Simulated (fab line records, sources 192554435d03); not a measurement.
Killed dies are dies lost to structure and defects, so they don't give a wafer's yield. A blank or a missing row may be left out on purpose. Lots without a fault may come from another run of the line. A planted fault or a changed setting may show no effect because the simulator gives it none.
Which tool did it? | flow n5_finfet | 24 lots, 72 wafers sampled, at 6 steps of a route of 1938

WHAT THE GAUGES READ, wafer by wafer
The record holds no reading of a measuring or inspecting step that can be judged against a usual standard deviation.

WHICH TOOL RAN EACH LOT (tool, then ch and the chambers of the sampled wafers, then the start)
lot  | N5_BEOL_M4_ETCH_77                 | N5_BEOL_M4_VIA_ETCH_34             | N5_BEOL_M4_DEGAS_44          | N5_BEOL_M4_ALD_84                   | N5_BEOL_M4_SURFACE_TREAT_85  | N5_BEOL_M4_SPUTTER_92
L074 | rie_diel-04 ch 0,1,3, day 7 04:44  | rie_diel-05 ch 1,2,3, day 7 17:49  | pvd_sputter-01, day 7 18:42  | ald_metal-02 ch 0,2,3, day 7 19:02  | pvd_sputter-03, day 7 19:32  | pvd_sputter-03, day 7 21:25
L075 | rie_diel-04 ch 0,2,3, day 7 13:41  | rie_diel-05 ch 0,1,2, day 8 04:27  | pvd_sputter-03, day 8 05:07  | ald_metal-03 ch 0,1,2, day 8 05:13  | pvd_sputter-03, day 8 05:31  | pvd_sputter-03, day 8 07:04
L076 | rie_diel-06 ch 2,3, day 8 06:14    | rie_diel-06 ch 0,3, day 8 12:02    | pvd_sputter-01, day 8 13:10  | ald_metal-01 ch 0,1, day 8 13:17    | pvd_sputter-01, day 8 13:39  | pvd_sputter-03, day 8 15:16
L077 | rie_diel-06 ch 1,2,3, day 8 21:20  | rie_diel-06 ch 0,3, day 8 23:25    | pvd_sputter-01, day 9 00:05  | ald_metal-03 ch 1,2,3, day 9 00:11  | pvd_sputter-02, day 9 00:24  | pvd_sputter-03, day 9 03:20
L081 | rie_diel-04 ch 1,2, day 9 01:45    | rie_diel-06 ch 0,3, day 9 06:51    | pvd_sputter-03, day 9 07:34  | ald_metal-01 ch 1,2, day 9 07:40    | pvd_sputter-02, day 9 07:54  | pvd_sputter-02, day 9 09:26
L080 | rie_diel-06 ch 0,3, day 9 01:47    | rie_diel-06 ch 0,1, day 9 07:13    | pvd_sputter-03, day 9 07:43  | ald_metal-02 ch 1,3, day 9 07:49    | pvd_sputter-02, day 9 08:05  | pvd_sputter-03, day 9 10:06
L078 | rie_diel-05 ch 0,1,2, day 9 04:32  | rie_diel-05 ch 0,2,3, day 9 07:17  | pvd_sputter-03, day 9 07:48  | ald_metal-03 ch 1,3, day 9 08:01    | pvd_sputter-03, day 9 08:44  | pvd_sputter-02, day 9 11:19
L079 | rie_diel-06 ch 0,1,2, day 9 06:01  | rie_diel-04 ch 1,2,3, day 9 06:49  | pvd_sputter-01, day 9 07:30  | ald_metal-03 ch 0,1, day 9 07:37    | pvd_sputter-02, day 9 07:52  | pvd_sputter-01, day 9 09:30
L082 | rie_diel-05 ch 0,1, day 9 06:09    | rie_diel-05 ch 1,3, day 9 07:44    | pvd_sputter-03, day 9 08:13  | ald_metal-02 ch 0,3, day 9 08:30    | pvd_sputter-02, day 9 09:58  | pvd_sputter-01, day 9 11:38
L083 | rie_diel-04 ch 2,3, day 9 19:32    | rie_diel-06 ch 2,3, day 9 23:44    | pvd_sputter-01, day 10 00:28 | ald_metal-03 ch 0,1,2, day 10 00:40 | pvd_sputter-02, day 10 00:59 | pvd_sputter-01, day 10 02:43
L084 | rie_diel-05 ch 0,1, day 9 20:50    | rie_diel-06 ch 0,1, day 10 05:24   | pvd_sputter-01, day 10 06:05 | ald_metal-03 ch 1,2,3, day 10 06:12 | pvd_sputter-03, day 10 06:31 | pvd_sputter-03, day 10 08:04
L085 | rie_diel-06 ch 0,2,3, day 10 15:59 | rie_diel-06 ch 0,1,2, day 10 23:59 | pvd_sputter-01, day 11 00:53 | ald_metal-01 ch 0,1,3, day 11 00:59 | pvd_sputter-03, day 11 01:14 | pvd_sputter-01, day 11 02:54
L087 | rie_diel-05 ch 1,2,3, day 10 23:07 | rie_diel-05 ch 0,2,3, day 11 00:04 | pvd_sputter-01, day 11 00:58 | ald_metal-02 ch 2,3, day 11 01:04   | pvd_sputter-01, day 11 01:22 | pvd_sputter-02, day 11 03:07
L086 | rie_diel-04 ch 1,2,3, day 11 06:14 | rie_diel-04 ch 0,1,3, day 11 07:07 | pvd_sputter-01, day 11 07:38 | ald_metal-01 ch 0,1,2, day 11 07:56 | pvd_sputter-03, day 11 08:19 | pvd_sputter-03, day 11 11:31
L089 | rie_diel-06 ch 0,3, day 11 09:39   | rie_diel-04 ch 0,2,3, day 11 11:43 | pvd_sputter-01, day 11 12:41 | ald_metal-02 ch 0,1,3, day 11 12:47 | pvd_sputter-02, day 11 13:04 | pvd_sputter-03, day 11 14:37
L088 | rie_diel-06 ch 0,1, day 11 09:48   | rie_diel-06 ch 2,3, day 11 16:47   | pvd_sputter-01, day 11 17:29 | ald_metal-01 ch 0,1,2, day 11 17:49 | pvd_sputter-02, day 11 18:05 | pvd_sputter-01, day 11 19:44
L090 | rie_diel-05 ch 0,3, day 11 13:41   | rie_diel-04 ch 0,2,3, day 11 20:02 | pvd_sputter-01, day 11 20:52 | ald_metal-01 ch 0,2,3, day 11 20:59 | pvd_sputter-02, day 11 21:13 | pvd_sputter-02, day 11 22:47
L091 | rie_diel-06 ch 0,1,2, day 11 14:43 | rie_diel-04 ch 0,1,3, day 11 16:44 | pvd_sputter-01, day 11 17:25 | ald_metal-01 ch 0,1,3, day 11 17:32 | pvd_sputter-02, day 11 17:49 | pvd_sputter-02, day 11 19:26
L093 | rie_diel-06 ch 1,2,3, day 12 01:46 | rie_diel-04 ch 0,2,3, day 12 06:59 | pvd_sputter-02, day 12 07:45 | ald_metal-02 ch 1,2, day 12 07:51   | pvd_sputter-02, day 12 08:11 | pvd_sputter-03, day 12 09:56
L092 | rie_diel-05 ch 1,2, day 12 04:41   | rie_diel-06 ch 1,2, day 12 18:24   | pvd_sputter-03, day 12 19:11 | ald_metal-03 ch 1,2,3, day 12 19:24 | pvd_sputter-03, day 12 19:40 | pvd_sputter-03, day 12 21:16
L094 | rie_diel-04 ch 1,3, day 12 20:05   | rie_diel-04 ch 0,1, day 13 03:47   | pvd_sputter-03, day 13 04:21 | ald_metal-03 ch 0,2, day 13 04:28   | pvd_sputter-01, day 13 04:42 | pvd_sputter-03, day 13 06:16
L095 | rie_diel-04 ch 0,2,3, day 13 09:06 | rie_diel-05 ch 1,2,3, day 13 17:31 | pvd_sputter-02, day 13 18:19 | ald_metal-02 ch 0,1, day 13 18:34   | pvd_sputter-02, day 13 18:47 | pvd_sputter-02, day 13 20:33
L096 | rie_diel-05 ch 2,3, day 13 10:38   | rie_diel-06 ch 1,3, day 13 17:31   | pvd_sputter-02, day 13 18:23 | ald_metal-03 ch 1,2, day 13 18:34   | pvd_sputter-01, day 13 18:48 | pvd_sputter-01, day 13 20:25
L097 | rie_diel-05 ch 0,2, day 13 17:10   | rie_diel-05 ch 0,2, day 13 21:01   | pvd_sputter-03, day 13 21:28 | ald_metal-01 ch 0,2,3, day 13 21:34 | pvd_sputter-02, day 13 21:52 | pvd_sputter-03, day 13 23:55
- N5_BEOL_M4_ETCH_77: etches underlayer in N2/H2, target depth 6.5 nm, time 5.2 s.
- N5_BEOL_M4_VIA_ETCH_34: etches the open film in C4F6/O2, target depth 69.4 nm, time 65.9 s.
- N5_BEOL_M4_DEGAS_44: time 60 s.
- N5_BEOL_M4_ALD_84: deposits TaN, pulse time 2 s, purge time 3 s, co reactant purge time 2 s.
- N5_BEOL_M4_SURFACE_TREAT_85
- N5_BEOL_M4_SPUTTER_92: material Cu, target thk 4.5 nm, time 8.29 s.

WHAT THE TOOLS THEMSELVES READ (means of the sampled wafers that have a number; where no wafer has one, the mark that the record gives instead)
N5_BEOL_M4_ETCH_77. Usual: drypump_motor_current_A 5.7 A, standard deviation 0.51; etch_rf_on_time_s 5.14 s, standard deviation 0.14; oes_product_au 0.67 a.u., standard deviation 0.074; rf_vpp_V 522.9 V, standard deviation 2.9; showerhead_plenum_p_Torr 2.51 Torr, standard deviation 0.094; throttle_valve_pct 17.96 %, standard deviation 0.23.
lot  | tool        | drypump_motor_current_A (A) | etch_rf_on_time_s (s) | oes_product_au (a.u.) | rf_vpp_V (V) | showerhead_plenum_p_Torr (Torr) | throttle_valve_pct (%) | flag
L074 | rie_diel-04 | 5.6                         | 5.10                  | 0.68                  | 524.4        | 2.57                            | 18.10                  |
L075 | rie_diel-04 | 5.3                         | 5.23                  | 0.62                  | 524.1        | 2.58                            | 18.05                  |
L076 | rie_diel-06 | 5.5                         | 5.02                  | 0.79                  | 523.7        | 2.55                            | 17.54                  |
L077 | rie_diel-06 | 5.5                         | 5.14                  | 0.72                  | 521.6        | 2.46                            | 17.71                  |
L081 | rie_diel-04 | 5.2                         | 5.34                  | 0.65                  | 525.6        | 2.61                            | 17.95                  |
L080 | rie_diel-06 | 6.0                         | 5.20                  | 0.64                  | 523.2        | 2.50                            | 18.04                  |
L078 | rie_diel-05 | 6.2                         | 5.13                  | 0.64                  | 522.6        | 2.50                            | 18.07                  |
L079 | rie_diel-06 | 5.9                         | 5.14                  | 0.66                  | 521.5        | 2.46                            | 17.86                  |
L082 | rie_diel-05 | 5.8                         | 5.14                  | 0.63                  | 522.1        | 2.49                            | 18.24                  |
L083 | rie_diel-04 | 4.9                         | 5.16                  | 0.61                  | 523.3        | 2.49                            | 18.07                  |
L084 | rie_diel-05 | 6.1                         | 5.15                  | 0.62                  | 522.7        | 2.45                            | 18.17                  |
L085 | rie_diel-06 | 5.7                         | 5.10                  | 0.78                  | 522.6        | 2.52                            | 17.68                  |
L087 | rie_diel-05 | 6.0                         | 4.97                  | 0.65                  | 521.4        | 2.48                            | 17.91                  |
L086 | rie_diel-04 | 5.2                         | 5.21                  | 0.64                  | 523.7        | 2.54                            | 18.07                  |
L089 | rie_diel-06 | 6.0                         | 5.12                  | 0.80                  | 522.9        | 2.50                            | 17.79                  |
L088 | rie_diel-06 | 6.1                         | 5.17                  | 0.75                  | 520.6        | 2.44                            | 17.87                  |
L090 | rie_diel-05 | 5.6                         | 5.21                  | 0.62                  | 522.0        | 2.51                            | 18.14                  |
L091 | rie_diel-06 | 5.9                         | 5.10                  | 0.73                  | 521.2        | 2.46                            | 17.76                  |
L093 | rie_diel-06 | 5.4                         | 5.03                  | 0.70                  | 522.3        | 2.45                            | 17.74                  |
L092 | rie_diel-05 | 6.2                         | 5.08                  | 0.63                  | 520.7        | 2.45                            | 18.06                  |
L094 | rie_diel-04 | 5.5                         | 5.10                  | 0.67                  | 523.5        | 2.52                            | 18.15                  |
L095 | rie_diel-04 | 5.3                         | 5.29                  | 0.59                  | 523.2        | 2.56                            | 18.13                  |
L096 | rie_diel-05 | 5.8                         | 4.94                  | 0.63                  | 522.2        | 2.51                            | 17.81                  |
L097 | rie_diel-05 | 6.2                         | 5.19                  | 0.63                  | 523.5        | 2.53                            | 18.04                  |

N5_BEOL_M4_VIA_ETCH_34. Usual: O2_flow_sccm 10.00 sccm, standard deviation 0.031; drypump_motor_current_A 5.6 A, standard deviation 0.52; oes_product_au 0.78 a.u., standard deviation 0.086; rf_vpp_V 665 V, standard deviation 13; showerhead_plenum_p_Torr 2.80 Torr, standard deviation 0.098; throttle_valve_pct 30.81 %, standard deviation 0.28.
lot  | tool        | O2_flow_sccm (sccm) | drypump_motor_current_A (A) | oes_product_au (a.u.) | rf_vpp_V (V) | showerhead_plenum_p_Torr (Torr) | throttle_valve_pct (%) | flag
L074 | rie_diel-05 | 10.02               | 6.0                         | 0.77                  | 670          | 2.78                            | 30.59                  |
L075 | rie_diel-05 | 9.96                | 6.1                         | 0.75                  | 668          | 2.77                            | 30.61                  |
L076 | rie_diel-06 | 10.02               | 6.0                         | 0.75                  | 664          | 2.80                            | 30.83                  |
L077 | rie_diel-06 | 10.00               | 5.5                         | 0.83                  | 667          | 2.80                            | 30.71                  |
L081 | rie_diel-06 | 10.00               | 6.0                         | 0.75                  | 665          | 2.80                            | 30.83                  |
L080 | rie_diel-06 | 9.99                | 5.9                         | 0.71                  | 657          | 2.68                            | 31.03                  |
L078 | rie_diel-05 | 9.99                | 5.9                         | 0.76                  | 679          | 2.82                            | 30.71                  |
L079 | rie_diel-04 | 9.99                | 5.2                         | 0.76                  | 664          | 2.86                            | 31.06                  |
L082 | rie_diel-05 | 10.01               | 5.6                         | 0.75                  | 665          | 2.78                            | 30.78                  |
L083 | rie_diel-06 | 9.96                | 5.3                         | 0.90                  | 669          | 2.81                            | 30.51                  |
L084 | rie_diel-06 | 10.04               | 6.2                         | 0.91                  | 659          | 2.74                            | 30.89                  |
L085 | rie_diel-06 | 10.03               | 5.9                         | 0.86                  | 661          | 2.76                            | 30.73                  |
L087 | rie_diel-05 | 9.98                | 5.9                         | 0.75                  | 680          | 2.82                            | 30.73                  |
L086 | rie_diel-04 | 10.00               | 5.6                         | 0.76                  | 655          | 2.86                            | 31.07                  |
L089 | rie_diel-04 | 9.98                | 5.3                         | 0.71                  | 669          | 2.87                            | 30.95                  |
L088 | rie_diel-06 | 9.99                | 5.3                         | 0.87                  | 669          | 2.81                            | 30.52                  |
L090 | rie_diel-04 | 10.00               | 5.3                         | 0.70                  | 669          | 2.86                            | 30.97                  |
L091 | rie_diel-04 | 10.00               | 5.6                         | 0.75                  | 656          | 2.85                            | 31.08                  |
L093 | rie_diel-04 | 9.99                | 5.2                         | 0.70                  | 669          | 2.86                            | 30.97                  |
L092 | rie_diel-06 | 10.01               | 5.6                         | 0.81                  | 662          | 2.77                            | 30.60                  |
L094 | rie_diel-04 | 10.03               | 5.9                         | 0.78                  | 646          | 2.90                            | 31.10                  |
L095 | rie_diel-05 | 9.95                | 6.0                         | 0.73                  | 669          | 2.76                            | 30.65                  |
L096 | rie_diel-06 | 9.98                | 5.3                         | 0.80                  | 664          | 2.71                            | 30.80                  |
L097 | rie_diel-05 | 9.98                | 6.3                         | 0.74                  | 684          | 2.80                            | 30.58                  |

N5_BEOL_M4_DEGAS_44. Usual: heater_power_w 345 W, standard deviation 25.
lot  | tool           | heater_power_w (W) | flag
L074 | pvd_sputter-01 | 332                |
L075 | pvd_sputter-03 | 359                |
L076 | pvd_sputter-01 | 344                |
L077 | pvd_sputter-01 | 341                |
L081 | pvd_sputter-03 | 373                |
L080 | pvd_sputter-03 | 337                |
L078 | pvd_sputter-03 | 356                |
L079 | pvd_sputter-01 | 329                |
L082 | pvd_sputter-03 | 334                |
L083 | pvd_sputter-01 | 344                |
L084 | pvd_sputter-01 | 323                |
L085 | pvd_sputter-01 | 335                |
L087 | pvd_sputter-01 | 335                |
L086 | pvd_sputter-01 | 341                |
L089 | pvd_sputter-01 | 340                |
L088 | pvd_sputter-01 | 345                |
L090 | pvd_sputter-01 | 351                |
L091 | pvd_sputter-01 | 333                |
L093 | pvd_sputter-02 | 356                |
L092 | pvd_sputter-03 | 352                |
L094 | pvd_sputter-03 | 365                |
L095 | pvd_sputter-02 | 352                |
L096 | pvd_sputter-02 | 352                |
L097 | pvd_sputter-03 | 377                |

N5_BEOL_M4_ALD_84. Usual: chamber_pressure_Torr 3.001 Torr, standard deviation 0.0068; heater_power_w 427 W, standard deviation 51; mfc_carrier_sccm 1499 sccm, standard deviation 4.8; precursor_vessel_carrier_sccm 1000 sccm, standard deviation 3.2.
lot  | tool         | chamber_pressure_Torr (Torr) | heater_power_w (W) | mfc_carrier_sccm (sccm) | precursor_vessel_carrier_sccm (sccm) | flag
L074 | ald_metal-02 | 3.000                        | 438                | 1499                    | 1000                                 |
L075 | ald_metal-03 | 2.998                        | 471                | 1505                    | 997                                  |
L076 | ald_metal-01 | 3.002                        | 365                | 1499                    | 1002                                 |
L077 | ald_metal-03 | 3.004                        | 420                | 1502                    | 1001                                 |
L081 | ald_metal-01 | 3.009                        | 361                | 1496                    | 1000                                 |
L080 | ald_metal-02 | 3.004                        | 448                | 1499                    | 999                                  |
L078 | ald_metal-03 | 3.002                        | 385                | 1502                    | 997                                  |
L079 | ald_metal-03 | 2.999                        | 499                | 1495                    | 1003                                 |
L082 | ald_metal-02 | 3.000                        | 435                | 1503                    | 1000                                 |
L083 | ald_metal-03 | 2.996                        | 474                | 1500                    | 1000                                 |
L084 | ald_metal-03 | 3.006                        | 416                | 1504                    | 998                                  |
L085 | ald_metal-01 | 2.998                        | 402                | 1499                    | 1002                                 |
L087 | ald_metal-02 | 2.997                        | 466                | 1499                    | 1003                                 |
L086 | ald_metal-01 | 2.992                        | 395                | 1495                    | 1000                                 |
L089 | ald_metal-02 | 3.001                        | 427                | 1501                    | 997                                  |
L088 | ald_metal-01 | 3.011                        | 394                | 1499                    | 1002                                 |
L090 | ald_metal-01 | 3.002                        | 435                | 1496                    | 1001                                 |
L091 | ald_metal-01 | 2.999                        | 392                | 1499                    | 1000                                 |
L093 | ald_metal-02 | 3.001                        | 441                | 1500                    | 1000                                 |
L092 | ald_metal-03 | 3.002                        | 416                | 1497                    | 1001                                 |
L094 | ald_metal-03 | 2.996                        | 466                | 1495                    | 1003                                 |
L095 | ald_metal-02 | 2.999                        | 407                | 1495                    | 997                                  |
L096 | ald_metal-03 | 3.001                        | 449                | 1498                    | 997                                  |
L097 | ald_metal-01 | 2.997                        | 428                | 1502                    | 1004                                 |

N5_BEOL_M4_SPUTTER_92. Usual: throttle_valve_pct 30.2 %, standard deviation 1.1.
lot  | tool           | throttle_valve_pct (%) | flag
L074 | pvd_sputter-03 | 30.1                   |
L075 | pvd_sputter-03 | 29.4                   |
L076 | pvd_sputter-03 | 30.3                   |
L077 | pvd_sputter-03 | 29.2                   |
L081 | pvd_sputter-02 | 30.3                   |
L080 | pvd_sputter-03 | 30.2                   |
L078 | pvd_sputter-02 | 30.5                   |
L079 | pvd_sputter-01 | 31.3                   |
L082 | pvd_sputter-01 | 31.6                   |
L083 | pvd_sputter-01 | 31.0                   |
L084 | pvd_sputter-03 | 30.1                   |
L085 | pvd_sputter-01 | 31.5                   |
L087 | pvd_sputter-02 | 30.3                   |
L086 | pvd_sputter-03 | 30.1                   |
L089 | pvd_sputter-03 | 29.3                   |
L088 | pvd_sputter-01 | 30.1                   |
L090 | pvd_sputter-02 | 30.3                   |
L091 | pvd_sputter-02 | 30.4                   |
L093 | pvd_sputter-03 | 30.3                   |
L092 | pvd_sputter-03 | 29.2                   |
L094 | pvd_sputter-03 | 31.0                   |
L095 | pvd_sputter-02 | 30.3                   |
L096 | pvd_sputter-01 | 31.3                   |
L097 | pvd_sputter-03 | 30.5                   |

THE ANSWER, worked out from the rows above alone
Rule: a lot is off if the mean of its wafers that have a number lies more than 3 standard deviations from the usual mean. A lot without any number at a reading at which 4 lots or more have one is off too. The other lots that the step has rows for count as sound. The gauges are gone through in route order, then the tools' own readings, and for those a lot's mean is taken as printed above. The first step at which some lot is off is used, and at that step the reading that is off furthest; a lot without a number counts as furthest.
No lot is off at any reading shown: from this, nothing can be told.

WHAT THE SIMULATOR HAD PUT IN
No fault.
